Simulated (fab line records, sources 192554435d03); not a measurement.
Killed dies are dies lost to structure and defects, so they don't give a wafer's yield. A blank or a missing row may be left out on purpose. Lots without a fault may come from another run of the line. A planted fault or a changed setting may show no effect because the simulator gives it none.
One fault seen from 2 desks | flow n5_finfet | each desk has only its own numbers; what lay behind them comes last

THE METROLOGY DESK
What the gauges read, lot by lot, whatever tool the lot ran on: means of the sampled wafers that have a number. A lot is out of limits, marked OUT, if its mean lies more than 4 standard deviations from the usual mean; the brackets give that distance. Of its 14 readings 7 are shown: the one that was out of limits first, and those that lie furthest out on some lot.
Columns: A = DIBL_N at N5_BEOL_M4_RC_MEAS_101, usual 36.4 mV/V; B = IOFF_N at N5_BEOL_M4_RC_MEAS_101, usual 0.159 nA/um; C = ION_N at N5_BEOL_M4_RC_MEAS_101, usual 670 uA/um; D = REXT_N at N5_BEOL_M4_RC_MEAS_101, usual 75.7 ohm.um; E = REXT_P at N5_BEOL_M4_RC_MEAS_101, usual 100.7 ohm.um; F = VT_N at N5_BEOL_M4_RC_MEAS_101, usual 250 mV; G = VT_N_LVT at N5_BEOL_M4_RC_MEAS_101, usual 99 mV
lot  | first seen here | A    | B     | C              | D               | E     | F   | G
L494 | day 3 16:11     | 36.3 | 0.156 | 668            | 74.6            | 101.6 | 250 | 99
L497 | day 4 05:34     | 38.4 | 0.218 | 693            | 74.8            | 101.1 | 246 | 94
L498 | day 4 14:35     | 35.6 | 0.169 | 676            | 74.9            | 100.6 | 247 | 96
L508 | day 7 00:31     | 31.1 | 0.079 | 619 (-4.2) OUT | 90.9 (+7.6) OUT | 108.7 | 261 | 109
L509 | day 7 04:04     | 31.8 | 0.089 | 620 (-4.1) OUT | 90.8 (+7.6) OUT | 106.4 | 259 | 107
L514 | day 8 12:12     | 38.9 | 0.194 | 686            | 73.2            | 96.4  | 246 | 95
L515 | day 8 15:01     | 37.0 | 0.152 | 666            | 73.1            | 99.8  | 253 | 99
L516 | day 8 21:23     | 35.5 | 0.157 | 666            | 77.4            | 97.7  | 251 | 100
This desk's finding: out of limits on L508, L509; first on L508, day 11 18:23 (ION_N at N5_BEOL_M4_RC_MEAS_101). In limits: L494, L497, L498, L514, L515, L516.

THE TOOL OWNER'S DESK: rtp_anneal-02
The tool's own readings at N5_SD_ACTIVATION_RTA_00 (time 0 s): means of the sampled wafers that have a number, for each lot that ran on this tool. A lot is out of limits, marked OUT, if its mean lies more than 4 standard deviations from the usual mean; the brackets give that distance. Of its 9 readings 7 are shown: the one that was out of limits first, and those that lie furthest out on some lot.
Columns: A = lamp_power_pct at N5_SD_ACTIVATION_RTA_00, usual 8.96 %; B = lamp_zone_1_pct at N5_SD_ACTIVATION_RTA_00, usual 8.955 %; C = lamp_zone_3_pct at N5_SD_ACTIVATION_RTA_00, usual 8.950 %; D = lamp_zone_4_pct at N5_SD_ACTIVATION_RTA_00, usual 8.947 %; E = lamp_zone_5_pct at N5_SD_ACTIVATION_RTA_00, usual 8.955 %; F = lamp_zone_6_pct at N5_SD_ACTIVATION_RTA_00, usual 8.877 %; G = lamp_zone_7_pct at N5_SD_ACTIVATION_RTA_00, usual 9.348 %
lot  | first seen here | A               | B               | C               | D               | E               | F               | G
L497 | day 4 05:48     | 8.94            | 8.932           | 8.951           | 8.934           | 8.972           | 8.891           | 9.360
L498 | day 4 14:57     | 9.00            | 8.940           | 8.942           | 8.966           | 8.963           | 8.879           | 9.350
L508 | day 7 00:50     | 8.57 (-7.2) OUT | 8.574 (-16) OUT | 8.555 (-15) OUT | 8.555 (-16) OUT | 8.546 (-16) OUT | 8.509 (-14) OUT | 8.921 (-15) OUT
L509 | day 7 04:25     | 8.56 (-7.5) OUT | 8.563 (-16) OUT | 8.569 (-14) OUT | 8.560 (-15) OUT | 8.558 (-15) OUT | 8.491 (-15) OUT | 8.923 (-15) OUT
This desk's finding: out of limits on L508, L509; first on L508, day 7 00:50 (lamp_power_pct at N5_SD_ACTIVATION_RTA_00). In limits: L497, L498.

PUT TOGETHER
The tool owner's desk could have raised an alarm at day 7 00:50, on L508, L509.
The metrology desk could have raised an alarm at day 11 18:23, on L508, L509.
Of the lots named, all ran N5_SD_ACTIVATION_RTA_00 on rtp_anneal-02.

WHAT THE SIMULATOR HAD PUT IN
Process parameter drift: rtp_anneal-02, from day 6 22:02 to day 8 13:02, at N5_SD_ACTIVATION_RTA_00. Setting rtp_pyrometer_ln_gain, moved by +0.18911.
Lots struck among those shown: L508, L509.
Hours from the fault's start to each desk's first reading out of limits: the tool owner's desk, 3; the metrology desk, 116.
